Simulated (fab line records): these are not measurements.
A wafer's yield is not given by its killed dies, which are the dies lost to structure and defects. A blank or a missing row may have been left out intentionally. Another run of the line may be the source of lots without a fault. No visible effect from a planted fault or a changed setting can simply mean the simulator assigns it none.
Chamber matching :: flow nand_harc :: rie_diel-04 running NHARC_A_CHANNEL_HOLE_D1_ETCH_44: 4 sister chambers
The step etches the open film in CF4/O2, target depth 140 nm, overetch 14 nm, time 77 s. 4 wafers are shown with their chamber, then 11 later ones without.

## WAFERS PAIRED WITH THEIR CHAMBERS
wafer: L087.3
chamber: 3
drypump_motor_current_A (A): 5.2

wafer: L087.5
chamber: 1
drypump_motor_current_A (A): 5.2

wafer: L087.6
chamber: 0
drypump_motor_current_A (A): 5.4

wafer: L089.1
chamber: 2
drypump_motor_current_A (A): 6.5

## WAFERS WITH NO CHAMBER GIVEN
wafer: L089.2
drypump_motor_current_A (A): 5.2

wafer: L089.5
drypump_motor_current_A (A): 5.2

wafer: L092.1
drypump_motor_current_A (A): 5.2

wafer: L092.2
drypump_motor_current_A (A): 6.5

wafer: L092.4
drypump_motor_current_A (A): 5.3

wafer: L095.1
drypump_motor_current_A (A): 6.5

wafer: L095.2
drypump_motor_current_A (A): 5.2

wafer: L095.3
drypump_motor_current_A (A): 5.4

wafer: L097.1
drypump_motor_current_A (A): 6.5

wafer: L097.3
drypump_motor_current_A (A): 5.2

wafer: L097.5
drypump_motor_current_A (A): 5.4

## WHICH CHAMBER EACH WENT THROUGH
wafer: L089.2
from the rows above: can't be placed: 1 or 3
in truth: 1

wafer: L089.5
from the rows above: can't be placed: 1 or 3
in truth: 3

wafer: L092.1
from the rows above: can't be placed: 1 or 3
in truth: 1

wafer: L092.2
from the rows above: 2
in truth: 2

wafer: L092.4
from the rows above: can't be placed: 1 or 3 or 0
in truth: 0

wafer: L095.1
from the rows above: 2
in truth: 2

wafer: L095.2
from the rows above: can't be placed: 1 or 3
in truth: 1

wafer: L095.3
from the rows above: 0
in truth: 0

wafer: L097.1
from the rows above: 2
in truth: 2

wafer: L097.3
from the rows above: can't be placed: 1 or 3
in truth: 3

wafer: L097.5
from the rows above: 0
in truth: 0
Correctly placed: 5 of 11. These rows do not allow placing 6 (true chamber among the candidates in 6). Wrongly placed: 0.
How it was worked out, from the rows above alone: a wafer's distance from a chamber is the root of the sum, over the readings, of the square of ((its reading less the chamber's mean) divided by the reading's scatter). If the next closest chamber is less than 2 further off than the closest, the wafer can't be placed; otherwise it belongs to the closest. For every chamber, the mean is computed from those of its wafers that are shown. The scatter: root of mean squared gap, hidden wafer to nearest shown wafer, with one shown wafer a chamber.
